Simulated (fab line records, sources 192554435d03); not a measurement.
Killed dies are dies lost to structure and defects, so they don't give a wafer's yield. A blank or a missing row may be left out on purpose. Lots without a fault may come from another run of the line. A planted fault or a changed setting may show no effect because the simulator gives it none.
Chamber matching | flow n5_finfet | N5_MOL_CONTACT_COAG_ETCH_66 on rie_diel-05: 4 sister chambers
The step etches SiARC in CF4, target depth 13 nm, time 21.7 s. 4 wafers are shown with their chamber, then 7 later ones without.

WAFERS WITH THEIR CHAMBER
wafer  | chamber | throttle_valve_pct (%)
L081.1 | 3       | 15.13
L081.3 | 0       | 15.32
L085.1 | 2       | 15.84
L085.3 | 1       | 15.68

WAFERS WITHOUT THEIR CHAMBER
wafer  | throttle_valve_pct (%)
L085.6 | 15.33
L092.1 | 15.34
L092.2 | 15.71
L092.5 | 15.86
L095.1 | 15.36
L095.4 | 15.21
L095.6 | 15.36

WHICH CHAMBER EACH WENT THROUGH
wafer  | from the rows above     | in truth
L085.6 | 0                       | 0
L092.1 | 0                       | 0
L092.2 | 1                       | 1
L092.5 | 2                       | 2
L095.1 | 0                       | 0
L095.4 | can't be placed: 3 or 0 | 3
L095.6 | 0                       | 0
Placed correctly: 6 of 7. Can't be placed from these rows: 1 (the true chamber is among the candidates in 1). Placed wrongly: 0.
How it was worked out, from the rows above alone: a wafer's distance from a chamber is the root of the sum, over the readings, of the square of ((its reading less the chamber's mean) divided by the reading's scatter). The wafer belongs to the nearest chamber; if the next one is less than 2 further off, it can't be placed. A chamber's mean is the mean of its shown wafers. The scatter: with one shown wafer a chamber, the root of the mean of the squares of how far each hidden wafer lies from its nearest shown one.
